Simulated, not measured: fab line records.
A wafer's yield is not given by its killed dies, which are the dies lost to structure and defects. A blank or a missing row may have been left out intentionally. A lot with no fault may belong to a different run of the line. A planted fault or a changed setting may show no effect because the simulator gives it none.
The tool behind it: which one? | flow n5Finfet | Sampling: 11 lots, 33 wafers, 4 of 1938 route steps

## WHAT THE GAUGES READ, wafer by wafer
N5_BEOL_M8_THK_MEAS_01.
lot  | measured     | on           | M8_ILD_THK (nm)
L075 | day 9 11:05  | filmMetro-02 | 154.8 155.4 156.6
L077 | day 10 08:13 | filmMetro-02 | 156.6 158.0 154.5
L080 | day 10 23:23 | filmMetro-02 | 155.3 155.7 156.7
L081 | day 11 03:46 | filmMetro-02 | 153.3 159.2 156.8
L083 | day 12 05:56 | filmMetro-01 | 153.2 153.5 154.2
L087 | day 12 11:09 | filmMetro-01 | 153.3 154.8 155.9
L090 | day 13 05:22 | filmMetro-02 | 153.9 155.9 158.6
L091 | day 13 12:36 | filmMetro-01 | 154.3 155.7 155.3
L092 | day 14 01:39 | filmMetro-02 | 153.0 155.2 156.4
L094 | day 14 12:57 | filmMetro-01 | 152.9 157.0 155.2
L097 | day 15 10:52 | filmMetro-02 | 152.9 151.4 153.4

## WHAT TOOL EACH LOT RAN ON (gives the tool, then ch and the chambers of the sampled wafers, and finally the start)
lot  | N5_BEOL_M7_ETCH_72                | N5_BEOL_M7_VIA_ETCH_34            | N5_BEOL_M7_DEGAS_44
L075 | rieDiel-03 ch 0,2,3, day 9 07:35  | rieDiel-03 ch 0,2,3, day 9 07:44  | pvdSputter-02, day 9 08:35
L077 | rieDiel-06 ch 0,1,3, day 10 04:25 | rieDiel-06 ch 0,1,3, day 10 04:34 | pvdSputter-01, day 10 05:22
L080 | rieDiel-04 ch 0,1,2, day 10 19:14 | rieDiel-04 ch 0,1,2, day 10 19:23 | pvdSputter-03, day 10 21:02
L081 | rieDiel-03 ch 0,3, day 10 23:45   | rieDiel-03 ch 0,3, day 10 23:54   | pvdSputter-01, day 11 01:02
L083 | rieDiel-03 ch 0,1,2, day 12 01:08 | rieDiel-03 ch 0,1,2, day 12 01:16 | pvdSputter-03, day 12 03:00
L087 | rieDiel-06 ch 1,2,3, day 12 07:13 | rieDiel-06 ch 1,2,3, day 12 07:21 | pvdSputter-03, day 12 08:40
L090 | rieDiel-04 ch 1,2, day 13 01:01   | rieDiel-04 ch 1,2, day 13 01:10   | pvdSputter-02, day 13 02:02
L091 | rieDiel-03 ch 0,1, day 13 08:40   | rieDiel-03 ch 0,1, day 13 08:49   | pvdSputter-03, day 13 09:37
L092 | rieDiel-06 ch 0,2,3, day 13 21:40 | rieDiel-06 ch 0,2,3, day 13 21:49 | pvdSputter-03, day 13 22:57
L094 | rieDiel-04 ch 0,3, day 14 07:40   | rieDiel-04 ch 0,3, day 14 07:53   | pvdSputter-01, day 14 09:26
L097 | rieDiel-06 ch 0,1,3, day 15 06:27 | rieDiel-06 ch 0,1,3, day 15 06:36 | pvdSputter-01, day 15 08:11
- N5_BEOL_M7_ETCH_72: etches underlayer in N2/H2, target depth 6.5 nm, time 5.2 s.
- N5_BEOL_M7_VIA_ETCH_34: etches SiCOH lowk in C4F6/O2, target depth 125.5 nm, time 50.5 s.
- N5_BEOL_M7_DEGAS_44: time 60 s.

## THE ANSWER, worked out from the rows above alone
Rule: the lots themselves supply what counts as usual. The widest of any qualifying gaps counts: lots, ordered by their means at a reading, are off when they make up no more than a third of the lots, leave a main group of 4 or more, and stand apart from it by 3 or more times the standard deviation of that group's means. Not used: any main group whose means are identical at the precision the tables above print for the reading. A lot without any number at a reading at which 4 lots or more have one is off too. All remaining lots with rows at the step are treated as sound.
Across all readings shown, no lot is off: no conclusion can be drawn from this.

## WHAT HAD BEEN PUT IN BY THE SIMULATOR
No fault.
